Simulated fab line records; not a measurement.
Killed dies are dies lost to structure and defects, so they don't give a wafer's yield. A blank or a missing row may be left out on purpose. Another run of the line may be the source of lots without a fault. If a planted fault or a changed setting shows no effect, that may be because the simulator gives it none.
Matching of chambers || flow nand harc || NHARC_A_STAIRCASE_TRIM_220 on rie diel-06 has 4 sister chambers
The step chemistry O2, time 211.2 s. 8 wafers are shown with their chamber, then 7 later ones without.

WAFERS PAIRED WITH THEIR CHAMBERS
{"wafer": "L117.3", "chamber": 0, "drypump motor current A (A)": 5.8, "showerhead plenum p Torr (Torr)": 3.42}
{"wafer": "L119.3", "chamber": 2, "drypump motor current A (A)": 5.8, "showerhead plenum p Torr (Torr)": 3.60}
{"wafer": "L119.6", "chamber": 0, "drypump motor current A (A)": 5.8, "showerhead plenum p Torr (Torr)": 3.41}
{"wafer": "L133.2", "chamber": 2, "drypump motor current A (A)": 5.8, "showerhead plenum p Torr (Torr)": 3.57}
{"wafer": "L134.3", "chamber": 1, "drypump motor current A (A)": 6.5, "showerhead plenum p Torr (Torr)": 3.40}
{"wafer": "L134.5", "chamber": 3, "drypump motor current A (A)": 5.6, "showerhead plenum p Torr (Torr)": 3.29}
{"wafer": "L135.1", "chamber": 3, "drypump motor current A (A)": 5.5, "showerhead plenum p Torr (Torr)": 3.29}
{"wafer": "L135.2", "chamber": 1, "drypump motor current A (A)": 6.5, "showerhead plenum p Torr (Torr)": 3.39}

WAFERS WITHOUT THEIR CHAMBER
{"wafer": "L135.5", "drypump motor current A (A)": 5.5, "showerhead plenum p Torr (Torr)": 3.29}
{"wafer": "L136.1", "drypump motor current A (A)": 5.5, "showerhead plenum p Torr (Torr)": 3.29}
{"wafer": "L136.3", "drypump motor current A (A)": 5.8, "showerhead plenum p Torr (Torr)": 3.57}
{"wafer": "L136.5", "drypump motor current A (A)": 5.8, "showerhead plenum p Torr (Torr)": 3.57}
{"wafer": "L137.2", "drypump motor current A (A)": 5.8, "showerhead plenum p Torr (Torr)": 3.38}
{"wafer": "L137.3", "drypump motor current A (A)": 5.5, "showerhead plenum p Torr (Torr)": 3.29}
{"wafer": "L137.6", "drypump motor current A (A)": 6.5, "showerhead plenum p Torr (Torr)": 3.39}

EACH ONE'S CHAMBER
{"wafer": "L135.5", "from the rows above": 3, "in truth": 3}
{"wafer": "L136.1", "from the rows above": 3, "in truth": 3}
{"wafer": "L136.3", "from the rows above": 2, "in truth": 2}
{"wafer": "L136.5", "from the rows above": 2, "in truth": 2}
{"wafer": "L137.2", "from the rows above": 0, "in truth": 0}
{"wafer": "L137.3", "from the rows above": 3, "in truth": 3}
{"wafer": "L137.6", "from the rows above": 1, "in truth": 1}
Correctly placed: 7 of 7. Left unplaced by these rows: 0. Placed wrongly: 0.
How it was worked out, from the rows above alone: a wafer's distance from a chamber is the root of the sum, over the readings, of the square of ((its reading less the chamber's mean) divided by the reading's scatter). If the next closest chamber is less than 2 further off than the closest, the wafer can't be placed; otherwise it belongs to the closest. A chamber's mean is the mean of its shown wafers. The scatter is the square root of a quotient: the sum, over the shown wafers, of each reading's squared deviation from its chamber's mean, divided by wafers minus chambers.
